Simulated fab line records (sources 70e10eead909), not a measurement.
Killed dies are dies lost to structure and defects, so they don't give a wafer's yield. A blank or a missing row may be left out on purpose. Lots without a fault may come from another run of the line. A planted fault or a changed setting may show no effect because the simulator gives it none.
fab line records -- flow nand-harc -- part 1 of 2: steps 1 to 4 of 6
[record] lots = 23, wafers = 69, last-day = 33
route steps=1302 shown A_STAIRCASE@812 A_SGD_CUT@920 A_SLIT@936 A_WL_FILL@965
lots that met no fault: from a run of the same line without faults
start-h: the number of hours between the record's first day and the start of the first shown wafer of the lot -- wait-h: time in hours since the lot's previous step -- " unchanged from the row above -- L1.1+2: several wafers, shown together as one row -- - value missing, or start not given -- * or withheld: withheld -- < > ~ a bound
route shown NAME@n: a module of which the file shows steps, and the number in the route of the first -- usual: the fault-free wafers' mean and standard deviation -- same: alike in all rows -- chamber/n: place in a boat -- sites: per-site readings -- _std_site: the standard deviation of these -- _edge_site: outer sites' mean less inner sites' -- radius-mm: for every site, how far away it sits from the centre of the wafer -- mask NAME#n: copy n -- behind: the most recent tool/chamber to have shaped the wafer -- hold: cause of the lot's hold/its duration in hours/its outcome -- device: the transistor (n, p or np) that didn't switch -- end of line: the tests these same wafers got at the end of their route -- a step without rows: its recipe alone -- killed: not the wafer's yield, but the dies lost to structure and defects at the first sort -- map: a wafer's dies, marking killed ones x, the rest . and places with no die _
set.NAME: the setting as run; set.NAME@STEP: as run at that earlier step -- model.NAME: the simulator's own value behind a step, which no gauge read
one table for each step of the route and one row for each wafer, over a sample of lots
services: a tool's chamber out of use, with start hour (start-h, from the record's first day; less than 0 if before it), hours out, and reason
[[steps]]
[step NHARC_A_STAIRCASE_ETCH_294]
[recipe] target-depth-a = 49890, time-s = 1211.6, ion-energy-ev = 800, c4f8-flow-sccm = 80, o2-flow-sccm = 60, ar-flow-sccm = withheld, rf-w = 600, bias-w = 3000, chemistry = C4F8/O2/Ar
[usual] oes-product-au = 0.933/0.0077, rf-vpp-V = 1828/11
[same] time-s = 1211.6
lot.wafer,tool,chamber,start-h,wait-h,oes-product-au,rf-hours-counter-h,rf-vpp-V
L074.1,rie-diel-09,3,-,-,0.932,20,1827
L074.6,rie-diel-09,3,-,-,0.938,-,1827
L074.5,rie-diel-09,0,-,-,0.932,-,1837
L075.3,rie-diel-09,0,-,-,0.924,21,1837
L075.2,rie-diel-09,1,-,-,0.939,16,1842
L075.6,rie-diel-09,2,-,-,0.936,-,1825
L076.2,rie-diel-02,2,-,-,0.938,0,1832
L076.4,rie-diel-02,2,-,-,0.939,-,1831
L076.6,rie-diel-02,3,-,-,0.930,-,1848
L078.1,rie-diel-09,0,-,-,0.935,31,1836
L078.4,rie-diel-09,2,-,-,0.924,26,1824
L078.5,rie-diel-09,3,-,-,0.931,-,1828
L077.1,rie-diel-06,2,-,-,0.931,42,1841
L077.6,rie-diel-06,2,-,-,0.940,-,1840
L077.5,rie-diel-06,3,-,-,0.929,-,1831
L080.1,rie-diel-02,0,-,-,0.922,6,1816
L080.2,rie-diel-02,2,-,-,0.935,6,1831
L080.6,rie-diel-02,0,-,-,0.925,-,1816
L079.1,rie-diel-06,3,-,-,0.937,45,1831
L079.3,rie-diel-06,1,-,-,0.936,40,1811
L079.6,rie-diel-06,3,-,-,0.938,-,1832
L082.1,rie-diel-09,0,-,-,0.938,44,1836
L082.3,rie-diel-09,1,-,-,0.945,40,1841
L082.2,rie-diel-09,2,-,-,0.936,43,1824
L081.3,rie-diel-02,2,-,-,0.960,13,1830
L081.1,rie-diel-02,0,-,-,0.933,15,1815
L081.4,rie-diel-02,1,-,-,0.956,14,1812
L083.4,rie-diel-02,1,-,-,0.921,19,1814
L083.3,rie-diel-02,3,-,-,0.934,17,1845
L083.5,rie-diel-02,2,-,-,0.927,-,1831
L085.4,rie-diel-06,0,-,-,0.934,61,1827
L085.1,rie-diel-06,3,-,-,0.934,62,1830
L085.6,rie-diel-06,0,-,-,0.931,-,1825
L084.2,rie-diel-02,1,-,-,0.929,27,1813
L084.3,rie-diel-02,2,-,-,0.930,28,1830
L084.6,rie-diel-02,1,-,-,0.937,-,1814
L086.4,rie-diel-09,3,-,-,0.925,61,1824
L086.1,rie-diel-09,0,-,-,0.934,58,1836
L086.5,rie-diel-09,1,-,-,0.929,-,1840
L088.1,rie-diel-02,2,-,-,0.948,36,1829
L088.6,rie-diel-02,0,-,-,0.931,-,1814
L088.5,rie-diel-02,1,-,-,0.948,-,1812
L090.1,rie-diel-02,0,-,-,0.923,35,1816
L090.6,rie-diel-02,0,-,-,0.923,-,1815
L090.5,rie-diel-02,1,-,-,0.931,-,1811
L087.2,rie-diel-09,3,-,-,0.932,8,1825
L087.4,rie-diel-09,0,-,-,0.934,6,1835
L087.5,rie-diel-09,2,-,-,0.924,-,1823
L091.1,rie-diel-02,2,-,-,0.943,48,1828
L091.3,rie-diel-02,3,-,-,0.930,44,1845
L091.4,rie-diel-02,1,-,-,0.938,50,1811
L092.2,rie-diel-02,0,-,-,0.926,47,1814
L092.1,rie-diel-02,1,-,-,0.931,51,1811
L092.4,rie-diel-02,2,-,-,0.927,50,1829
L093.3,rie-diel-02,2,-,-,0.940,51,1829
L093.4,rie-diel-02,3,-,-,0.930,46,1845
L093.2,rie-diel-02,0,-,-,0.942,49,1813
L094.3,rie-diel-06,3,-,-,0.935,29,1830
L094.6,rie-diel-06,2,-,-,0.937,-,1840
L094.5,rie-diel-06,3,-,-,0.928,-,1830
L096.4,rie-diel-02,0,-,-,0.921,2,1813
L096.5,rie-diel-02,2,-,-,0.922,-,1828
L096.6,rie-diel-02,3,-,-,0.927,-,1845
L095.4,rie-diel-06,2,-,-,0.920,36,1839
L095.3,rie-diel-06,3,-,-,0.930,32,1829
L095.1,rie-diel-06,0,-,-,0.943,35,1824
L097.4,rie-diel-06,0,-,-,0.945,39,1823
L097.1,rie-diel-06,2,-,-,0.942,40,1837
L097.6,rie-diel-06,0,-,-,0.947,-,1824
[step NHARC_A_STAIRCASE_ETCH_453]
[recipe] target-depth-a = 300, overetch-a = 30, time-s = 16.5, ion-energy-ev = 100, cf4-flow-sccm = 80, o2-flow-sccm = 20, ar-flow-sccm = 0, rf-w = 300, bias-w = 100, chemistry = CF4/O2
[usual] drypump-motor-current-A = 5.6/0.31, oes-product-au = 1.001/0.0064, rf-vpp-V = 197.8/1.4, showerhead-plenum-p-Torr = 1.34/0.057, throttle-valve-pct = 13.397/0.01
[same] time-s = 16.5
lot.wafer,tool,chamber,start-h,wait-h,drypump-motor-current-A,oes-product-au,rf-hours-counter-h,rf-vpp-V,showerhead-plenum-p-Torr,throttle-valve-pct
L074.1,rie-diel-09,1,-,-,5.6,1.007,18,198.3,1.42,13.398
L074.6,rie-diel-09,2,-,-,5.7,1.001,-,199.1,1.32,13.397
L074.5,rie-diel-09,3,-,-,5.2,1.004,-,198.1,1.34,13.394
L075.2,rie-diel-02,0,-,-,5.3,0.994,53,197.0,1.28,13.379
L075.3,rie-diel-02,3,-,-,5.1,1.005,54,194.0,1.23,13.398
L075.6,rie-diel-02,0,-,-,5.2,0.991,-,197.4,1.28,13.387
L076.2,rie-diel-06,3,-,-,5.8,0.998,40,197.4,1.36,13.405
L076.4,rie-diel-06,1,-,-,5.3,1.009,37,196.1,1.26,13.396
L076.6,rie-diel-06,0,-,-,6.2,1.007,-,199.1,1.34,13.400
L078.4,rie-diel-02,0,-,-,5.2,0.991,5,197.0,1.28,13.393
L078.1,rie-diel-02,3,-,-,5.1,1.000,5,201.6,1.44,13.395
L078.5,rie-diel-02,1,-,-,5.7,1.005,-,196.2,1.27,13.383
L077.1,rie-diel-09,3,-,-,5.2,1.005,39,197.5,1.33,13.383
L077.5,rie-diel-09,0,-,-,5.8,0.996,-,197.7,1.38,13.387
L077.6,rie-diel-09,1,-,-,5.6,1.002,-,199.6,1.41,13.392
L080.1,rie-diel-06,1,-,-,5.3,1.005,42,195.2,1.26,13.388
L080.2,rie-diel-06,3,-,-,5.8,1.001,47,198.2,1.36,13.391
L080.6,rie-diel-06,0,-,-,6.2,0.999,-,197.5,1.33,13.384
L079.3,rie-diel-06,3,-,-,5.8,0.998,47,197.3,1.36,13.388
L079.1,rie-diel-06,2,-,-,5.8,1.005,46,200.0,1.41,13.397
L079.6,rie-diel-06,3,-,-,5.8,0.992,-,199.0,1.36,13.401
L082.1,rie-diel-09,1,-,-,5.6,0.996,40,199.0,1.41,13.394
L082.2,rie-diel-09,3,-,-,5.2,0.993,49,197.2,1.33,13.399
L082.3,rie-diel-09,0,-,-,5.8,1.008,45,198.6,1.38,13.408
L081.1,rie-diel-06,0,-,-,6.2,0.992,49,197.3,1.33,13.408
L081.4,rie-diel-06,1,-,-,5.3,1.001,48,196.6,1.25,13.404
L081.3,rie-diel-06,2,-,-,5.8,1.001,52,199.8,1.41,13.401
L083.4,rie-diel-09,0,-,-,5.8,1.004,52,198.8,1.38,13.369
L083.3,rie-diel-09,1,-,-,5.7,1.001,47,199.4,1.41,13.381
L083.5,rie-diel-09,1,-,-,5.7,0.986,-,199.4,1.41,13.416
L085.4,rie-diel-02,2,-,-,5.7,0.999,28,199.0,1.35,13.414
L085.1,rie-diel-02,3,-,-,5.1,1.005,25,199.2,1.44,13.387
L085.6,rie-diel-02,1,-,-,5.7,1.004,-,196.5,1.26,13.409
L084.3,rie-diel-09,1,-,-,5.7,0.994,54,199.1,1.41,13.410
L084.2,rie-diel-09,3,-,-,5.2,0.996,61,197.9,1.33,13.393
L084.6,rie-diel-09,1,-,-,5.6,0.993,-,198.7,1.41,13.401
L086.4,rie-diel-02,1,-,-,5.7,0.992,29,195.2,1.26,13.383
L086.1,rie-diel-02,0,-,-,5.2,0.984,26,195.7,1.27,13.384
L086.5,rie-diel-02,1,-,-,5.7,1.006,-,196.1,1.26,13.392
L088.1,rie-diel-06,1,-,-,5.3,0.994,14,195.2,1.25,13.390
L088.5,rie-diel-06,0,-,-,6.2,1.002,-,198.6,1.33,13.408
L088.6,rie-diel-06,1,-,-,5.3,0.997,-,195.7,1.25,13.409
L090.1,rie-diel-06,3,-,-,5.8,1.009,14,198.3,1.35,13.394
L090.6,rie-diel-06,1,-,-,5.3,0.995,-,197.9,1.25,13.407
L090.5,rie-diel-06,2,-,-,5.7,0.999,-,200.2,1.40,13.391
L087.4,rie-diel-06,1,-,-,5.3,0.995,20,197.2,1.25,13.404
L087.2,rie-diel-06,2,-,-,5.8,1.004,19,199.0,1.40,13.386
L087.5,rie-diel-06,3,-,-,5.8,1.001,-,198.0,1.35,13.390
L091.1,rie-diel-06,0,-,-,6.2,1.000,22,198.9,1.33,13.385
L091.4,rie-diel-06,1,-,-,5.3,1.004,28,196.4,1.25,13.403
L091.3,rie-diel-06,3,-,-,5.8,1.001,21,198.6,1.35,13.404
L092.1,rie-diel-02,0,-,-,5.2,0.994,53,195.9,1.27,13.405
L092.4,rie-diel-02,1,-,-,5.7,1.002,57,194.6,1.25,13.401
L092.2,rie-diel-02,2,-,-,5.7,1.000,54,198.5,1.35,13.401
L093.3,rie-diel-06,3,-,-,5.8,1.006,24,198.8,1.35,13.401
L093.4,rie-diel-06,0,-,-,6.2,0.995,27,196.8,1.32,13.385
L093.2,rie-diel-06,1,-,-,5.3,1.011,33,194.7,1.25,13.384
L094.3,rie-diel-02,0,-,-,5.2,1.007,2,195.7,1.27,13.389
L094.6,rie-diel-02,2,-,-,5.7,1.000,-,197.9,1.35,13.390
L094.5,rie-diel-02,3,-,-,5.1,0.999,-,199.5,1.43,13.413
L096.4,rie-diel-09,3,-,-,5.2,0.991,31,197.3,1.32,13.404
L096.6,rie-diel-09,0,-,-,5.8,1.007,-,198.3,1.37,13.398
L096.5,rie-diel-09,1,-,-,5.7,0.997,-,199.9,1.40,13.388
L095.3,rie-diel-09,2,-,-,5.7,1.006,22,196.7,1.30,13.387
L095.1,rie-diel-09,3,-,-,5.2,1.000,31,195.8,1.32,13.400
L095.4,rie-diel-09,1,-,-,5.7,0.987,28,199.5,1.40,13.394
L097.4,rie-diel-09,2,-,-,5.7,1.011,26,195.4,1.30,13.423
L097.1,rie-diel-09,0,-,-,5.8,1.014,34,198.9,1.37,13.391
L097.6,rie-diel-09,1,-,-,5.7,1.001,-,200.9,1.40,13.394
[step NHARC_A_STAIRCASE_DEP_322]
[recipe] target-thk-a = 72000, temp-c = 400, target-thk-nm = 7200, teos-flow-sccm = 200, rf-w = 500, material = SiO2
[usual] heater-power-w = 674/67, mfc-precursor-sccm = 200.0/0.62, susceptor-temp-C = 400.01/0.22
lot.wafer,tool,chamber,start-h,wait-h,heater-power-w,mfc-precursor-sccm,susceptor-temp-C
L075.3,pecvd-02,2,418.60,0.3,726,200.9,400.25
L075.2,pecvd-02,0,418.60,0.3,702,200.9,400.30
L075.6,pecvd-02,2,418.60,0.3,600,200.2,400.21
L074.1,pecvd-03,1,418.63,0.3,738,200.5,400.11
L074.5,pecvd-03,0,418.63,0.3,654,198.9,400.24
L074.6,pecvd-03,1,418.63,0.3,608,200.0,400.28
L076.2,pecvd-03,1,436.94,0.4,738,199.8,399.90
L076.6,pecvd-03,2,436.94,0.4,681,200.7,400.40
L076.4,pecvd-03,1,436.94,0.4,589,198.9,400.34
L078.1,pecvd-04,1,443.87,0.1,723,199.1,400.10
L078.4,pecvd-04,1,443.87,0.1,620,199.4,400.20
L078.5,pecvd-04,0,443.87,0.1,602,199.7,399.98
L079.3,pecvd-03,1,450.93,0.1,622,200.0,399.86
L079.1,pecvd-03,0,450.93,0.1,671,199.5,399.81
L079.6,pecvd-03,2,450.93,0.1,684,200.5,399.59
L077.1,pecvd-02,0,451.12,0.3,636,199.0,400.18
L077.5,pecvd-02,2,451.12,0.3,586,200.2,400.06
L077.6,pecvd-02,0,451.12,0.3,598,199.4,400.27
L080.1,pecvd-02,2,451.49,0.6,693,200.1,399.83
L080.2,pecvd-02,1,451.49,0.6,696,199.0,399.81
L080.6,pecvd-02,0,451.49,0.6,578,200.1,400.10
L082.3,pecvd-04,2,476.76,0.1,704,199.9,400.06
L082.1,pecvd-04,0,476.76,0.1,804,200.0,400.21
L082.2,pecvd-04,1,476.76,0.1,736,200.5,400.10
L081.3,pecvd-02,0,476.76,0.1,732,200.4,399.97
L081.1,pecvd-02,2,476.76,0.1,735,198.9,399.83
L081.4,pecvd-02,2,476.76,0.1,608,199.7,399.81
L083.3,pecvd-04,0,494.37,0.2,769,199.9,399.73
L083.5,pecvd-04,2,494.37,0.2,639,199.3,400.09
L083.4,pecvd-04,0,494.37,0.2,665,200.2,399.90
L084.2,pecvd-04,0,513.60,0.1,808,199.0,399.91
L084.3,pecvd-04,2,513.60,0.1,750,199.6,400.18
L084.6,pecvd-04,1,513.60,0.1,646,201.5,399.91
L085.1,pecvd-03,1,513.72,0.2,646,200.8,399.98
L085.6,pecvd-03,0,513.72,0.2,627,200.0,399.70
L085.4,pecvd-03,2,513.72,0.2,678,200.4,400.01
L086.1,pecvd-02,2,524.51,0.2,742,201.2,399.82
L086.5,pecvd-02,1,524.51,0.2,587,200.3,400.07
L086.4,pecvd-02,0,524.51,0.2,589,199.9,399.77
L088.1,pecvd-03,0,547.11,0.1,765,199.8,400.12
L088.5,pecvd-03,0,547.11,0.1,656,199.4,400.42
L088.6,pecvd-03,2,547.11,0.1,661,199.9,399.65
L087.2,pecvd-04,2,554.40,0.3,760,200.8,399.89
L087.5,pecvd-04,0,554.40,0.3,658,200.1,399.75
L087.4,pecvd-04,2,554.40,0.3,622,199.8,399.90
L090.1,pecvd-04,0,554.87,0.7,761,199.9,400.07
L090.5,pecvd-04,0,554.87,0.7,652,200.2,400.21
L090.6,pecvd-04,1,554.87,0.7,640,201.1,399.97
L092.1,pecvd-03,2,593.81,0.1,680,200.2,399.84
L092.2,pecvd-03,1,593.81,0.1,741,200.2,400.03
L092.4,pecvd-03,2,593.81,0.1,611,200.2,400.24
L093.2,pecvd-02,2,594.00,0.3,681,199.9,399.75
L093.3,pecvd-02,0,594.00,0.3,702,199.9,400.32
L093.4,pecvd-02,1,594.00,0.3,603,199.6,399.87
L091.1,pecvd-04,2,594.18,0.4,700,199.0,399.56
L091.3,pecvd-04,0,594.18,0.4,748,199.6,400.55
L091.4,pecvd-04,1,594.18,0.4,642,199.7,399.80
L094.3,pecvd-03,0,617.87,0.3,788,200.1,399.92
L094.6,pecvd-03,1,617.87,0.3,618,198.7,399.74
L094.5,pecvd-03,2,617.87,0.3,611,200.1,400.64
L095.1,pecvd-04,0,624.43,0.1,780,199.1,399.69
L095.3,pecvd-04,1,624.43,0.1,651,200.7,400.08
L095.4,pecvd-04,0,624.43,0.1,650,199.1,400.00
L096.5,pecvd-03,2,624.71,0.3,616,200.3,399.83
L096.6,pecvd-03,0,624.71,0.3,670,200.9,400.04
L096.4,pecvd-03,1,624.71,0.3,622,200.4,400.00
L097.1,pecvd-03,0,637.21,0.1,662,200.3,399.94
L097.6,pecvd-03,1,637.21,0.1,594,198.9,400.22
L097.4,pecvd-03,2,637.21,0.1,604,200.1,399.59
[step NHARC_A_SGD_CUT_STRIP_28]
[recipe] time-s = 20, o2-flow-sccm = 500, ar-flow-sccm = 0, bias-w = 0, chemistry = O2
[usual] drypump-motor-current-A = 5.7/0.55, oes-product-au = 1.002/0.0066, rf-vpp-V = 57.9/0.79, showerhead-plenum-p-Torr = 3.58/0.12, throttle-valve-pct = 17.036/0.0096
[same] time-s = 20
lot.wafer,tool,chamber,start-h,wait-h,drypump-motor-current-A,oes-product-au,rf-hours-counter-h,rf-vpp-V,showerhead-plenum-p-Torr,throttle-valve-pct
L075.2,rie-diel-10,0,-,-,6.4,1.005,1.5,57.3,3.59,17.044
L075.3,rie-diel-10,2,-,-,6.5,0.994,1.8,58.4,3.61,17.027
L075.6,rie-diel-10,0,-,-,6.4,1.011,-,57.1,3.59,17.022
L074.1,rie-diel-11,3,-,-,6.4,1.007,1.7,57.0,3.36,17.046
L074.6,rie-diel-11,3,-,-,6.4,0.998,-,57.8,3.36,17.032
L074.5,rie-diel-11,0,-,-,5.3,0.992,-,58.3,3.69,17.024
L076.2,rie-diel-04,2,-,-,5.7,1.010,6.3,58.0,3.41,17.035
L076.4,rie-diel-04,0,-,-,5.6,0.993,6.3,58.6,3.45,17.025
L076.6,rie-diel-04,2,-,-,5.8,1.021,-,57.3,3.41,17.035
L078.4,rie-diel-11,0,-,-,5.3,0.995,3.4,58.6,3.69,17.047
L078.1,rie-diel-11,3,-,-,6.3,1.005,3.6,58.4,3.36,17.034
L078.5,rie-diel-11,0,-,-,5.3,1.005,-,57.6,3.69,17.031
L079.1,rie-diel-04,1,-,-,5.9,1.003,6.4,58.4,3.76,17.030
L079.3,rie-diel-04,3,-,-,5.5,0.996,7.0,58.4,3.60,17.027
L079.6,rie-diel-04,2,-,-,5.7,0.995,-,58.1,3.41,17.054
L080.1,rie-diel-11,2,-,-,6.5,0.999,4.2,59.1,3.63,17.037
L080.2,rie-diel-11,3,-,-,6.4,1.008,4.1,58.4,3.36,17.032
L080.6,rie-diel-11,0,-,-,5.3,1.002,-,58.7,3.69,17.051
L077.1,rie-diel-10,1,-,-,5.1,0.994,4.6,58.6,3.66,17.032
L077.6,rie-diel-10,0,-,-,6.4,1.010,-,57.8,3.59,17.035
L077.5,rie-diel-10,1,-,-,5.1,1.006,-,58.0,3.66,17.041
L081.3,rie-diel-10,1,-,-,5.1,0.998,6.2,58.3,3.66,17.050
L081.1,rie-diel-10,3,-,-,5.0,1.000,5.1,58.5,3.72,17.029
L081.4,rie-diel-10,0,-,-,6.4,1.000,5.4,58.3,3.59,17.026
L082.1,rie-diel-04,3,-,-,5.4,1.005,7.9,56.5,3.60,17.049
L082.3,rie-diel-04,1,-,-,5.9,1.003,7.6,59.3,3.75,17.010
L082.2,rie-diel-04,2,-,-,5.7,1.008,8.4,58.1,3.41,17.038
L083.4,rie-diel-10,0,-,-,6.4,1.002,7.1,57.4,3.59,17.051
L083.3,rie-diel-10,2,-,-,6.5,1.002,6.7,58.0,3.61,17.029
L083.5,rie-diel-10,0,-,-,6.4,1.014,-,57.8,3.59,17.036
L085.4,rie-diel-11,0,-,-,5.3,0.998,7.7,57.6,3.69,17.049
L085.1,rie-diel-11,2,-,-,6.5,0.992,8.2,58.8,3.63,17.033
L085.6,rie-diel-11,0,-,-,5.3,0.996,-,57.0,3.69,17.025
L084.2,rie-diel-10,2,-,-,6.5,0.998,8.1,58.2,3.61,17.026
L084.3,rie-diel-10,1,-,-,5.1,1.008,9.4,58.5,3.66,17.035
L084.6,rie-diel-10,2,-,-,6.4,1.000,-,58.4,3.61,17.041
L086.1,rie-diel-04,1,-,-,5.9,1.003,0.6,58.0,3.75,17.025
L086.4,rie-diel-04,0,-,-,5.6,0.997,0.6,58.1,3.44,17.024
L086.5,rie-diel-04,1,-,-,5.9,1.002,-,59.4,3.75,17.032
L087.4,rie-diel-11,1,-,-,4.9,1.006,9.8,57.3,3.50,17.048
L087.2,rie-diel-11,2,-,-,6.5,0.999,10.7,57.8,3.63,17.053
L087.5,rie-diel-11,1,-,-,4.9,1.008,-,59.3,3.50,17.037
L090.1,rie-diel-10,3,-,-,5.0,1.001,11.6,58.9,3.72,17.032
L090.6,rie-diel-10,2,-,-,6.5,0.995,-,58.5,3.61,17.030
L090.5,rie-diel-10,3,-,-,5.0,0.998,-,58.7,3.72,17.036
L088.1,rie-diel-04,3,-,-,5.4,1.012,2.3,59.0,3.60,17.038
L088.5,rie-diel-04,1,-,-,5.9,1.004,-,58.2,3.75,17.040
L088.6,rie-diel-04,2,-,-,5.7,0.999,-,56.9,3.41,17.036
L092.4,rie-diel-10,3,-,-,5.0,1.006,2.0,58.5,3.72,17.052
L092.1,rie-diel-10,0,-,-,6.4,0.997,2.1,57.2,3.58,17.049
L092.2,rie-diel-10,1,-,-,5.1,1.004,1.9,57.0,3.66,17.023
L093.3,rie-diel-11,1,-,-,4.9,1.007,0.7,57.2,3.50,17.013
L093.4,rie-diel-11,2,-,-,6.5,1.001,0.8,58.5,3.62,17.029
L093.2,rie-diel-11,3,-,-,6.4,0.994,0.9,57.4,3.35,17.049
L091.3,rie-diel-04,3,-,-,5.4,0.995,4.8,58.6,3.60,17.035
L091.1,rie-diel-04,0,-,-,5.6,1.003,5.3,56.6,3.44,17.030
L091.4,rie-diel-04,1,-,-,5.9,0.998,5.5,58.5,3.75,17.038
L094.3,rie-diel-04,2,651.78,0.1,5.7,1.001,6.0,58.1,3.41,17.034
L094.5,rie-diel-04,1,651.78,0.1,5.9,1.004,-,59.8,3.75,17.043
L094.6,rie-diel-04,0,651.78,0.1,5.6,1.000,-,56.9,3.44,17.040
L095.1,rie-diel-10,0,-,-,6.4,1.003,5.0,56.6,3.58,17.039
L095.4,rie-diel-10,1,-,-,5.1,1.006,4.7,57.2,3.66,17.053
L095.3,rie-diel-10,3,-,-,5.0,1.019,4.8,57.8,3.71,17.033
L096.4,rie-diel-04,2,-,-,5.7,1.003,6.2,56.8,3.41,17.005
L096.5,rie-diel-04,0,-,-,5.6,1.004,-,57.6,3.44,17.049
L096.6,rie-diel-04,1,-,-,5.9,1.019,-,57.8,3.75,17.022
L097.1,rie-diel-11,0,-,-,5.3,0.992,3.8,58.4,3.69,17.044
L097.4,rie-diel-11,1,-,-,4.9,1.003,4.1,56.7,3.50,17.034
L097.6,rie-diel-11,0,-,-,5.3,1.011,-,58.3,3.69,17.035
